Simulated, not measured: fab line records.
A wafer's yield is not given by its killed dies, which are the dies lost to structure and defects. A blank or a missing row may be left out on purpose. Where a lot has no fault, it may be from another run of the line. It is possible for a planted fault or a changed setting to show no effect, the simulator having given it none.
The same fault as seen by 2 desks    flow n5 finfet    only its own numbers are on each desk; what lay behind them is given at the end

== THE TOOL OWNER'S DESK: euv scanner-01 ==
The tool's own readings at N5_BEOL_M3_EXPOSE_08 (exposes mask M3): means of the sampled wafers that have a number, for each lot that ran on this tool. The brackets show how far a lot's mean lies from the usual mean; more than 4 standard deviations puts the lot out of limits, marked OUT.
Columns: A = exposure dose mJ cm2 at N5_BEOL_M3_EXPOSE_08, usual 32.98
lot   first seen here  A
L413  day 7 07:32      33.01
L416  day 7 20:43      32.99
L420  day 9 11:11      35.47 (+78) OUT
L421  day 9 15:31      34.93 (+61) OUT
L422  day 10 00:20     34.61 (+51) OUT
This desk finds L420, L421, L422 out of limits, L420 being first, at day 9 11:11 (exposure dose mJ cm2 at N5_BEOL_M3_EXPOSE_08). Within limits: L413, L416.

== THE METROLOGY DESK ==
Means of the sampled wafers that have a number, per lot and without regard to the tool the lot ran on: this is what the gauges read. The brackets show how far a lot's mean lies from the usual mean; more than 4 standard deviations puts the lot out of limits, marked OUT. Of its 12 readings 7 are shown: the one that was out of limits first, and those that lie furthest out on some lot.
Columns: A = cd nm at N5_BEOL_M3_CD_MEAS_11, usual 17.04 nm; B = cd nm at N5_BEOL_M3_CD_MEAS_18, usual 18.0 nm; C = IOFF_P at N5_BEOL_M4_RC_MEAS_101, usual 0.21 nA/um; D = ION_P at N5_BEOL_M4_RC_MEAS_101, usual 461 uA/um; E = SS_P at N5_BEOL_M4_RC_MEAS_101, usual 73.3 mV/dec; F = VT_N at N5_BEOL_M4_RC_MEAS_101, usual 250 mV; G = VT_P at N5_BEOL_M4_RC_MEAS_101, usual -250 mV
lot   first seen here  A                 B     C     D    E     F    G
L412  day 7 06:37      17.07             18.2  0.21  462  73.7  248  -252
L413  day 7 07:40      16.43             17.8  0.22  461  73.3  248  -249
L416  day 7 20:50      16.82             18.1  0.23  460  73.6  247  -252
L420  day 9 11:19      18.31 (+5.1) OUT  19.3  -     -    -     -    -
L421  day 9 15:38      18.13 (+4.4) OUT  18.9  -     -    -     -    -
L422  day 10 00:28     17.87             19.2  0.17  455  73.0  253  -255
L424  day 10 13:23     16.98             17.7  0.19  456  73.1  251  -249
L425  day 10 16:46     17.15             18.3  0.24  464  73.6  250  -249
L432  day 12 04:28     16.96             17.9  0.24  468  73.5  250  -247
L433  day 12 06:59     17.01             18.2  0.25  465  73.9  247  -247
This desk finds L420, L421 out of limits, L420 being first, at day 9 11:19 (cd nm at N5_BEOL_M3_CD_MEAS_11). Within limits: L412, L413, L416, L422, L424, L425, L432, L433.

== BROUGHT TOGETHER ==
The tool owner's desk had the chance to raise an alarm at day 9 11:11 on L420, L421, L422.
L420, L421 would have let the metrology desk raise an alarm at day 9 11:19.
The metrology desk holds a record of L422, inside its limits.
The lots listed all ran N5_BEOL_M3_EXPOSE_08 on euv scanner-01.

== WHAT THE SIMULATOR HAD INSERTED ==
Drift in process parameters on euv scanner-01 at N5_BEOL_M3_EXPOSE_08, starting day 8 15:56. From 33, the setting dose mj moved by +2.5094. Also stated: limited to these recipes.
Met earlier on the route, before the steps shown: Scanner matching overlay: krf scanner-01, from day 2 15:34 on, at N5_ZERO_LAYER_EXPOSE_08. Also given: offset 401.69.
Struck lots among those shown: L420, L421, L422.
Counting hours from when the fault started, the first reading out of limits came at 19 for the tool owner's desk and at 19 for the metrology desk.
